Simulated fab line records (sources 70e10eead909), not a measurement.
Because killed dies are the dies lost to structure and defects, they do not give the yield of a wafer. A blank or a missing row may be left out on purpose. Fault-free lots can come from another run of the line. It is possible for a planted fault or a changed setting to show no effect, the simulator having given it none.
fab line records	flow nandHarc
[record] lots = 11	wafers = 33	lastDay = 33
route steps=1302 shown A_CONTACT@1058 END@1302
lots that met no fault: taken from a fault-free run of the same line
startH: the number of hours between the record's first day and the start of the first shown wafer of the lot	waitH: hours since the lot's step before	" as in the row above	L1.1+2: a single row standing in for several wafers	- value missing, or start not given	* or withheld: withheld	< > ~ a bound
route shown NAME@n: NAME is a module with steps in the file, n the number in the route of the first one	usual: mean/standard deviation taken from wafers without a fault	same: alike in all rows	chamber/n: place in a boat	sites: readings site by site	_std_site: their standard deviation	_edge_site: the outer-site mean with the inner-site mean subtracted	radiusMm: for every site, how far away it sits from the centre of the wafer	mask NAME#n: copy n	behind: tool/chamber where the wafer was last shaped	hold: why the lot was held/for how many hours/how that ended	device: names the non-switching transistor (n, p or np)	end of line: the tests these same wafers got at the end of their route	a step without rows: its recipe alone	killed: not the wafer's yield, but the dies lost to structure and defects at the first sort	map: shows each die of a wafer: x if killed, . if not, _ if none is there
set.NAME: the run value of the setting; set.NAME@STEP: its run value at that earlier step	model.NAME: the simulator's own value behind a step, which no gauge read
steps of the route over a sample of lots; a table a step, a row a wafer
services: the hour from which a tool's chamber was out of use, counted from the record's first day as startH (under 0 if before that day), plus the number of hours and why
[[steps]]
[step NHARC_A_CONTACT_ETCH_97]
[recipe] targetDepthA = 200	overEtchFrac = 0.5	timeS = 10	ionEnergyEv = 250	c4f6FlowSccm = 25	o2FlowSccm = 20	arFlowSccm = 500	rfW = 600	biasW = 500	chemistry = C4F6/O2
[usual] chamberPressureMTorr = 30.00/0.043	drypumpMotorCurrentA = 5.8/0.45	oesProductAu = 0.961/0.025	rfVppV = 547/3.9	runLengthS = 30.9/0.35	showerheadPlenumPTorr = 3.93/0.19	throttleValvePct = 26.903/0.0085
lot.wafer	tool	chamber	startH	waitH	chamberPressureMTorr	drypumpMotorCurrentA	oesProductAu	rfHoursCounterH	rfVppV	runLengthS	showerheadPlenumPTorr	throttleValvePct
L815.3	rieDiel-02	0	-	-	30.00	5.7	0.953	44	552	31.2	4.13	26.909
L815.1	"	2	"	"	30.01	6.1	0.931	43	543	30.4	3.78	26.900
L815.5	"	0	"	"	30.02	5.7	0.959	-	550	31.1	4.13	26.887
L817.1	rieDiel-09	0	-	-	29.98	5.2	1.020	3	543	30.9	3.74	26.895
L817.4	"	1	"	"	30.01	5.8	1.017	3	552	30.5	4.12	26.893
L817.3	"	2	"	"	29.96	5.2	1.019	3	553	31.2	4.15	26.898
L816.3	rieDiel-02	3	-	-	30.00	6.6	0.952	34	553	30.9	4.17	26.913
L816.4	"	1	"	"	29.99	6.1	0.968	47	546	31.2	3.90	26.893
L816.2	"	2	"	"	29.99	6.0	0.948	45	543	30.4	3.78	26.910
L818.2	rieDiel-06	1	-	-	30.02	5.2	0.931	8	544	30.6	3.77	26.903
L818.1	"	0	"	"	30.01	5.8	0.944	11	551	31.1	4.22	26.904
L818.6	"	1	"	"	29.98	5.2	0.945	-	544	30.8	3.77	26.897
L821.1	rieDiel-06	1	555.52	0.2	29.98	5.3	0.974	8	543	30.8	3.77	26.905
L821.4	"	0	"	"	30.01	5.9	0.959	-	552	31.3	4.22	26.910
L821.5	"	3	"	"	30.03	5.1	0.964	-	544	30.7	3.80	26.897
L822.2	rieDiel-02	0	-	-	30.03	5.8	1.020	2	551	31.4	4.12	26.917
L822.3	"	3	"	"	30.02	6.6	1.026	1	553	31.4	4.16	26.883
L822.6	"	1	"	"	30.04	6.2	1.030	-	547	30.8	3.89	26.906
L827.3	rieDiel-06	0	-	-	29.96	5.8	0.945	24	552	31.1	4.21	26.910
L827.4	"	2	"	"	30.03	5.7	0.941	21	545	31.5	3.88	26.898
L827.1	"	3	"	"	29.97	5.1	0.948	22	544	30.4	3.79	26.898
L832.4	rieDiel-06	2	-	-	29.99	5.8	0.963	1	546	31.2	3.87	26.900
L832.6	"	2	"	"	30.00	5.8	0.965	-	546	31.4	3.87	26.899
L832.5	"	3	"	"	29.98	5.1	0.954	-	543	30.4	3.78	26.915
L833.4	rieDiel-06	3	-	-	29.99	5.1	0.942	2	544	31.0	3.78	26.902
L833.5	"	2	"	"	30.04	5.8	0.937	-	547	31.1	3.87	26.903
L833.6	"	3	"	"	30.01	5.2	0.948	-	546	30.7	3.78	26.893
L835.1	rieDiel-02	3	-	-	30.00	6.6	0.966	44	552	30.7	4.13	26.900
L835.4	"	1	"	"	30.01	6.1	0.945	40	546	30.7	3.87	26.905
L835.5	"	0	"	"	29.97	5.8	0.936	-	551	31.2	4.09	26.908
L838.3	rieDiel-02	2	-	-	30.00	6.0	0.957	52	543	30.7	3.74	26.885
L838.4	"	3	"	"	30.01	6.6	0.987	54	552	30.9	4.13	26.914
L838.1	"	0	"	"	29.95	5.7	0.952	55	551	31.1	4.08	26.906
[step NHARC_A_CONTACT_STRIP_82]
[recipe] o2FlowSccm = 500	arFlowSccm = 0	biasW = 0	chemistry = O2
[usual] chamberPressureMTorr = 60.00/0.058	drypumpMotorCurrentA = 5.7/0.43	oesProductAu = 1.001/0.01	rfVppV = 57.8/0.86	showerheadPlenumPTorr = 3.53/0.17	throttleValvePct = 17.036/0.0088
lot.wafer	tool	chamber	startH	waitH	chamberPressureMTorr	drypumpMotorCurrentA	oesProductAu	rfHoursCounterH	rfVppV	showerheadPlenumPTorr	throttleValvePct
L815.3	rieDiel-06	3	-	-	59.99	5.2	0.992	4	57.6	3.41	17.039
L815.1	"	2	"	"	60.05	5.8	0.985	4	56.8	3.50	17.043
L815.5	"	3	"	"	60.08	5.2	0.992	-	58.5	3.41	17.034
L817.4	rieDiel-02	1	-	-	60.06	6.1	0.998	47	58.6	3.51	17.020
L817.3	"	2	"	"	59.98	6.0	0.988	45	57.4	3.40	17.046
L817.1	"	3	"	"	60.01	6.6	1.001	34	59.4	3.76	17.044
L816.4	rieDiel-02	3	-	-	60.01	6.6	1.000	34	57.4	3.76	17.027
L816.3	"	0	"	"	59.93	5.7	0.992	47	58.5	3.72	17.041
L816.2	"	1	"	"	60.00	6.1	1.000	47	59.1	3.51	17.038
L818.2	rieDiel-06	0	-	-	59.88	5.9	0.990	11	57.1	3.80	17.043
L818.1	"	1	"	"	60.07	5.2	1.013	8	56.1	3.39	17.017
L818.6	"	3	"	"	59.90	5.1	0.998	-	57.3	3.41	17.042
L821.1	rieDiel-06	3	-	-	59.98	5.2	0.991	11	56.8	3.41	17.038
L821.4	"	0	"	"	59.98	5.8	0.996	-	58.8	3.80	17.033
L821.5	"	1	"	"	60.05	5.2	1.001	-	56.8	3.39	17.041
L822.2	rieDiel-06	1	-	-	59.97	5.3	1.002	16	56.5	3.38	17.037
L822.3	"	2	"	"	59.89	5.8	0.999	15	56.4	3.49	17.034
L822.6	"	2	"	"	60.07	5.8	0.994	-	57.4	3.49	17.054
L827.1	rieDiel-06	2	-	-	59.96	5.8	0.997	21	56.6	3.49	17.039
L827.3	"	0	"	"	59.96	5.8	1.006	24	59.1	3.79	17.033
L827.4	"	1	"	"	60.00	5.2	0.994	22	56.0	3.38	17.032
L832.4	rieDiel-09	0	-	-	59.96	5.2	1.006	1	56.1	3.33	17.046
L832.5	"	1	"	"	59.90	5.8	1.002	-	58.1	3.68	17.029
L832.6	"	2	"	"	60.00	5.2	1.001	-	58.5	3.71	17.034
L833.4	rieDiel-09	1	-	-	60.05	5.8	0.996	2	56.8	3.68	17.032
L833.5	"	0	"	"	60.01	5.2	1.011	-	56.6	3.33	17.036
L833.6	"	1	"	"	60.01	5.7	0.999	-	58.2	3.68	17.037
L835.4	rieDiel-02	2	-	-	60.04	6.0	1.000	39	59.2	3.37	17.049
L835.1	"	3	"	"	59.93	6.6	1.023	44	58.2	3.72	17.025
L835.5	"	1	"	"	60.03	6.1	1.021	-	57.9	3.48	17.014
L838.4	rieDiel-06	1	-	-	60.11	5.2	0.977	8	56.7	3.37	17.029
L838.1	"	2	"	"	59.97	5.8	1.001	8	58.5	3.48	17.044
L838.3	"	0	"	"	59.94	5.8	0.983	8	57.9	3.79	17.021
[step NHARC_A_CONTACT_ETCH_31]
[recipe] targetDepthA = 28000	overEtchFrac = 0.3	timeS = 728	ionEnergyEv = 150	o2FlowSccm = 400	cosFlowSccm = 20	arFlowSccm = 0	rfW = 500	biasW = 300	chemistry = O2/COS
[usual] chamberPressureMTorr = 19.999/0.018	drypumpMotorCurrentA = 5.8/0.45	oesProductAu = 1.002/0.011	rfVppV = 314.4/2.4	runLengthS = 749.2/0.43	showerheadPlenumPTorr = 3.14/0.16	throttleValvePct = 28.332/0.0093
lot.wafer	tool	chamber	startH	waitH	chamberPressureMTorr	drypumpMotorCurrentA	oesProductAu	rfHoursCounterH	rfVppV	runLengthS	showerheadPlenumPTorr	throttleValvePct
L815.3	rieDiel-06	3	522.37	-	19.994	5.1	0.993	5	313.9	748.7	3.02	28.329
L815.1	"	2	"	"	19.994	5.8	0.993	5	312.6	749.9	3.09	28.324
L815.5	"	0	"	"	19.982	5.8	1.008	-	316.9	749.5	3.37	28.325
L817.4	rieDiel-02	3	526.18	-	20.005	6.6	0.988	36	317.5	748.8	3.33	28.338
L817.3	"	0	"	"	20.000	5.7	0.986	48	316.9	749.5	3.29	28.329
L817.1	"	1	"	"	20.022	6.1	0.997	48	313.8	749.1	3.11	28.341
L816.3	rieDiel-06	3	527.23	-	20.014	5.2	0.987	6	312.7	748.9	3.02	28.332
L816.2	"	0	"	"	19.994	5.8	0.983	7	318.6	749.3	3.37	28.316
L816.4	"	1	"	"	20.014	5.3	1.005	4	312.1	749.2	3.00	28.334
L818.1	rieDiel-02	1	562.06	-	19.975	6.2	1.006	67	314.1	749.4	3.10	28.351
L818.2	"	3	"	"	20.005	6.6	1.009	49	316.4	748.9	3.32	28.332
L818.6	"	2	"	"	20.001	6.0	1.002	-	313.1	748.7	3.00	28.316
L821.1	rieDiel-06	0	566.26	-	19.974	5.8	0.996	13	317.4	749.4	3.37	28.332
L821.4	"	2	"	"	20.014	5.7	0.983	10	313.0	749.6	3.09	28.342
L821.5	"	0	"	"	19.996	5.8	0.999	-	318.0	749.3	3.37	28.353
L822.2	rieDiel-06	0	592.21	-	19.968	5.8	1.002	18	316.9	749.7	3.36	28.332
L822.3	"	2	"	"	20.023	5.7	0.986	15	313.7	749.6	3.09	28.339
L822.6	"	3	"	"	20.031	5.1	0.994	-	312.0	749.4	3.01	28.332
L827.3	rieDiel-06	1	639.46	-	19.994	5.2	0.997	23	312.3	748.9	2.99	28.337
L827.4	"	2	"	"	20.022	5.7	0.991	22	314.5	749.8	3.08	28.317
L827.1	"	3	"	"	20.004	5.1	0.989	22	312.3	748.6	3.01	28.313
L832.5	rieDiel-02	0	694.50	-	20.020	5.8	1.012	-	314.7	749.3	3.26	28.343
L832.4	"	1	"	"	19.992	6.1	1.025	-	313.5	749.1	3.08	28.338
L832.6	"	2	"	"	19.972	6.1	1.008	-	310.4	560.0	2.98	28.350
L833.4	rieDiel-02	3	695.80	-	20.003	6.6	1.025	40	316.3	749.0	3.30	28.339
L833.5	"	3	"	"	20.005	6.6	1.018	-	317.2	749.3	3.30	28.309
L833.6	"	0	"	"	19.987	5.8	0.999	-	316.2	560.9	3.26	28.338
L835.1	rieDiel-09	2	712.16	-	20.001	5.3	0.993	6	316.8	749.4	3.28	28.319
L835.4	"	0	"	"	19.985	5.2	1.012	7	311.8	749.3	2.94	28.327
L835.5	"	2	"	"	19.978	5.2	1.002	-	315.4	749.2	3.28	28.334
L838.1	rieDiel-06	3	739.25	-	19.998	5.1	1.010	8	312.7	748.9	3.00	28.332
L838.4	"	0	"	"	20.005	5.8	0.992	8	318.3	749.2	3.35	28.321
L838.3	"	1	"	"	20.002	5.2	0.986	8	312.2	749.4	2.98	28.332
[step NHARC_A_CONTACT_ETCH_138]
[recipe] sourceW = withheld	pressureMtorr = 20	biasV = 1200	timeS = 311	targetDepthA = 19140	arFlowSccm = withheld	c4f8FlowSccm = withheld	o2FlowSccm = withheld	chemistry = C4F8/O2/Ar
[usual] chamberPressureMTorr = 19.997/0.02	runLengthS = 311/0
lot.wafer	tool	chamber	startH	waitH	chamberPressureMTorr	rfHoursCounterH	runLengthS
L815.1	harCapEtch-03	0	523.96	0.2	20.012	47	311
L815.3	"	0	"	"	19.991	-	311
L815.5	"	0	"	"	19.999	-	311
L817.1	harCapEtch-01	1	527.72	0.2	20.006	3	311
L817.4	"	1	"	"	20.005	-	311
L817.3	"	0	"	"	19.988	-	311
L816.2	harCapEtch-02	0	528.82	0.2	20.031	89	311
L816.4	"	1	"	"	20.011	-	311
L816.3	"	0	"	"	19.980	-	311
L818.1	harCapEtch-03	0	563.61	0.2	19.978	52	311
L818.2	"	1	"	"	19.972	52	311
L818.6	"	0	"	"	19.903	-	311
L821.1	harCapEtch-03	1	567.86	0.2	20.013	53	311
L821.4	"	0	"	"	20.033	-	311
L821.5	"	1	"	"	20.005	-	311
L822.2	harCapEtch-02	0	593.70	0.2	20.015	100	311
L822.3	"	0	"	"	20.007	-	311
L822.6	"	0	"	"	19.962	-	311
L827.1	harCapEtch-01	0	641.00	0.2	19.988	25	311
L827.3	"	0	"	"	20.029	-	311
L827.4	"	1	"	"	19.989	-	311
L832.4	harCapEtch-02	1	696.08	0.2	19.995	-	311
L832.6	"	0	"	"	19.990	-	311
L832.5	"	1	"	"	20.021	-	311
L833.4	harCapEtch-03	0	697.85	0.3	19.996	-	311
L833.6	"	1	"	"	19.984	-	311
L833.5	"	0	"	"	19.989	-	311
L835.1	harCapEtch-02	0	713.76	0.2	19.979	119	311
L835.4	"	1	"	"	20.000	-	311
L835.5	"	0	"	"	19.985	-	311
L838.1	harCapEtch-01	0	740.78	0.2	19.970	45	311
L838.4	"	1	"	"	19.998	-	311
L838.3	"	0	"	"	19.967	-	311
[step NHARC_END_SORT_01]
[recipe] tempC = 25
[usual] killedAtArray = 64/20	killedAtOther = 0.7/1.1	killedAtPeriphery = 3.6/2.7	killedDies = 68/20	killedOpen = 2.8/1.9	killedShort = 2.3/1.5
[same] grossDies = 677
lot.wafer	tool	chamber	startH	waitH	killedAtArray	killedAtOther	killedAtPeriphery	killedDies	killedOpen	killedShort
L833.4	prober-02	0	748.42	3.4	61	0	2	63	0	0
L833.5	prober-02	0	749.23	3.7	58	1	13	72	4	5
L833.6	prober-02	0	750.03	4.0	654	0	8	662	7	0
L832.4	prober-01	0	748.42	3.4	91	0	3	94	3	2
L832.5	prober-01	0	749.22	3.7	84	3	8	95	9	3
L832.6	prober-01	0	750.02	4.0	655	1	4	660	1	0
// killed by level:class
L833.4 A_SLIT:chamberFilmFlake=35 A_CHANNEL_HOLE_D1:chamberFilmFlake=13 A_STAIRCASE:chamberFilmFlake=7 A_CONTACT:chamberFilmFlake=4 P_ZERO_WELL:chamberFilmFlake=1 P_M1:chamberFilmFlake=1 A_ZERO_WELL:chamberFilmFlake=1 A_CHANNEL_FILL_D2:chamberFilmFlake=1
L832.4 A_CHANNEL_HOLE_D1:chamberFilmFlake=33 A_CHANNEL_HOLE_D2:chamberFilmFlake=26 A_CONTACT:chamberFilmFlake=14 A_SLIT:chamberFilmFlake=8 A_STAIRCASE:chamberFilmFlake=4 A_CHANNEL_FILL_D2:geometricParticle:open=2 P_GATE:chamberFilmFlake=2 A_CHANNEL_FILL_D1:geometricParticle:short=1
L832.5 A_CHANNEL_HOLE_D2:chamberFilmFlake=34 A_CHANNEL_HOLE_D1:chamberFilmFlake=33 A_CONTACT:chamberFilmFlake=5 HYBRID_BOND:chamberFilmFlake=3 P_M0:geometricParticle:open=2 A_WL_FILL:geometricParticle:open=2 P_GATE:chamberFilmFlake=2 A_STAIRCASE:chamberFilmFlake=2
L833.5 A_SLIT:chamberFilmFlake=30 A_STAIRCASE:chamberFilmFlake=10 A_CHANNEL_HOLE_D1:chamberFilmFlake=9 P_M1:chamberFilmFlake=5 A_CONTACT:chamberFilmFlake=4 P_CONTACT:geometricParticle:short=2 P_GATE:chamberFilmFlake=2 P_M1:geometricParticle:short=1
L832.6 A_CONTACT:areaEtch=575 A_CHANNEL_HOLE_D1:chamberFilmFlake=32 A_CHANNEL_HOLE_D2:chamberFilmFlake=32 A_CONTACT:chamberFilmFlake=10 A_SLIT:chamberFilmFlake=4 P_STI:chamberFilmFlake=2 A_STAIRCASE:chamberFilmFlake=2 STARTING-WAFER:geometricParticle:open=1
L833.6 A_CONTACT:areaEtch=598 A_SLIT:chamberFilmFlake=25 A_CHANNEL_HOLE_D1:chamberFilmFlake=8 A_STAIRCASE:chamberFilmFlake=8 A_CONTACT:chamberFilmFlake=7 P_ZERO_WELL:chamberFilmFlake=4 A_CHANNEL_FILL_D2:geometricParticle:open=2 P_GATE:chamberFilmFlake=2
[[services]]
tool	chamber	startH	hours	kind
harCapEtch-02	-	495.80	0.8	repair
rieDiel-09	-	497.16	9.0	pm
harCapEtch-01	-	497.88	17.0	pm
rieDiel-06	0	498.76	-	clean
rieDiel-06	0	498.76	-	consumableReplace:showerhead
rieDiel-06	1	498.76	-	clean
rieDiel-06	1	498.76	-	consumableReplace:focusRing
rieDiel-06	2	498.76	-	clean
rieDiel-06	1	506.86	6.1	repair
harCapEtch-03	-	549.22	1.5	repair
rieDiel-06	2	550.43	13.4	repair
rieDiel-06	-	559.49	0.5	repair
rieDiel-02	-	572.90	9.0	pm
rieDiel-06	-	600.79	1.0	repair
rieDiel-09	0	627.47	2.9	repair
rieDiel-02	-	642.04	1.2	repair
rieDiel-06	-	666.76	9.0	pm
rieDiel-09	-	674.21	9.0	pm
rieDiel-02	3	691.66	2.9	repair
rieDiel-02	-	707.07	0.2	repair
rieDiel-06	2	711.45	9.1	repair
rieDiel-09	1	720.68	1.7	repair
rieDiel-09	1	724.68	3.9	repair
harCapEtch-03	-	737.93	2.0	repair
[[key]]
[firstSign] step = NHARC_A_CONTACT_ETCH_31	reading = runLengthS	direction = down	sigmas = 99+	usual = *	struck = *
[effect] step = NHARC_END_SORT_01	reading = killedDies	direction = up	sigmas = 30	usual = 68	struck = 661
[moreKillsBornAt] NHARC_A_CONTACT_ETCH_31@rieDiel-02 = 1173
metAt NHARC_A_CONTACT_ETCH_31
struckLots L832,L833
struckWafers L832.6,L833.6
laterRowsLeftOut L832.6,L833.6
testerLeftOut L832,L833
notActingAt NHARC_A_CONTACT_ETCH_97,NHARC_A_CONTACT_STRIP_82,NHARC_A_CONTACT_ETCH_138
onsetBetween 562.06 694.50
[fault] kind = processParameterDrift	tool = rieDiel-02	chamber = -	onsetH = 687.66	steps = NHARC_A_CONTACT_ETCH_31	channel = timeS	offset = *	shape = step	endH = 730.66	scope = struckWafersOnly	actsIn = *	stated = *
// testerLeftOut: of these lots the tester's yield and bins aren't shown, on N5 and GAA mostly nor the transistor test; their killed dies are dies lost to structure and defects alone, not to doping, threshold or leakage, so they don't give the yield
// laterRowsLeftOut: the simulator's readings of these wafers behind a module that went badly wrong aren't trusted and aren't shown, but for the sort
